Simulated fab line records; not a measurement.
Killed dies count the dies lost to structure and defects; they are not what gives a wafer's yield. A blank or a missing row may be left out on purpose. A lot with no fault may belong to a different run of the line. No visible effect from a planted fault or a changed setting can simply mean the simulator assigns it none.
A lot that was struck, set against a sound lot ; flow n5 finfet ; 14 out of 1938 route steps
Sound: these wafers, L884.2, L884.3, L884.5. Wafers L898.1, L898.2 were the ones struck. Last of all comes the cause.
Order at every step that has rows: each side's tool, ch and its chambers, its first start. Under that, the readings that differ: sound wafers ; struck wafers ; difference of the means ; sigmas: that difference in standard deviations of wafers without a fault.
alike: words and numbers the same on both sides, and readings whose means are apart by under 2 such deviations; not compared: readings that were withheld, readings missing a value for some wafer, numbers with overlapping values and no deviation given by the record, and bounds like >300 which may hide the same value.
The two part at a step that has a row with sigmas, a row that says differs or no value, or rows on one side only. When numbers do not overlap yet have no deviation, they are printed without sigmas and do not part them. A reading that every wafer of one side lacks parts them only if that side has two wafers or more.

N5_BEOL_M4_ANNEAL_87: time 240 s.
  sound on pvd sputter-02 at day 9 12:31; struck on pvd sputter-02 at day 12 14:55
  alike: heater power w
N5_BEOL_M4_SPUTTER_88: material Cu, target thk 4.5 nm, time 8.29 s.
  sound on pvd sputter-02 at day 9 12:39; struck on pvd sputter-02 at day 12 15:04
  alike: throttle valve pct
then, 1 step without rows for these wafers: N5_BEOL_M4_ANNEAL_89 (time 240 s).
N5_BEOL_M4_SPUTTER_90: material Cu, target thk 4.5 nm, time 8.29 s.
  sound on pvd sputter-02 at day 9 12:52; struck on pvd sputter-02 at day 12 15:17
  alike: throttle valve pct
then, 3 steps without rows for these wafers: N5_BEOL_M4_ANNEAL_91 (time 240 s); N5_BEOL_M4_SPUTTER_92 (material Cu, target thk 4.5 nm, time 8.29 s); N5_BEOL_M4_ANNEAL_93 (time 240 s).
N5_BEOL_M4_SPUTTER_94: material Cu, target thk 4.5 nm, time 8.29 s.
  sound on pvd sputter-02 at day 9 13:19; struck on pvd sputter-02 at day 12 15:43
  alike: throttle valve pct
then, 3 steps without rows for these wafers: N5_BEOL_M4_ANNEAL_95 (time 240 s); N5_BEOL_M4_SPUTTER_96 (material Cu, target thk 4.5 nm, time 8.29 s); N5_BEOL_M4_ECD_50 (material Cu, target thk 300 nm).
N5_BEOL_M4_ANNEAL_51: time 90 s.
  sound on rtp anneal-02 ch 0, day 9 13:47; struck on rtp anneal-01 ch 0, day 12 16:10
  alike: wafer_temp_C_max
N5_BEOL_M4_CMP_52: polishes, stops on SiOC, t overpolish 6.8 s, target thk 40 nm.
  sound on cmp-02 ch 0,2,3, day 9 14:02; struck on cmp-04 ch 0,2, day 12 16:33
reading;sound;struck;difference;sigmas
barrier field endpoint s (s);25.6 24.2 25.5;13.5 13.5;-11.6;-19
time to endpoint s (s);67.6 60.8 62.2;34.1 34.3;-29.3;-10
model.Cu_of_BEOL_M4_ECD_50.thk nm (nm);42.2 40.8 40.6;35.8 37.2;-4.7;
model.SiOC_of_BEOL_M4_ILD_DEP_00.thk nm (nm);76.2 74.8 78;74 74;-2;
  alike: clearing platen down force psi, edge zone pressure frac, motor current A, overpolish run s
following that, these wafers have no rows for 1 step: N5_PASSIVATION_PROBE_49.

WHERE THEY PART
Within this record, at N5_BEOL_M4_CMP_52 only.

WHY: what the simulator had put in
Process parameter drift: cmp-04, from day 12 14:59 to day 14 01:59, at N5_BEOL_M4_CMP_52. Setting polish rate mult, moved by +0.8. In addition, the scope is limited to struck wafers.
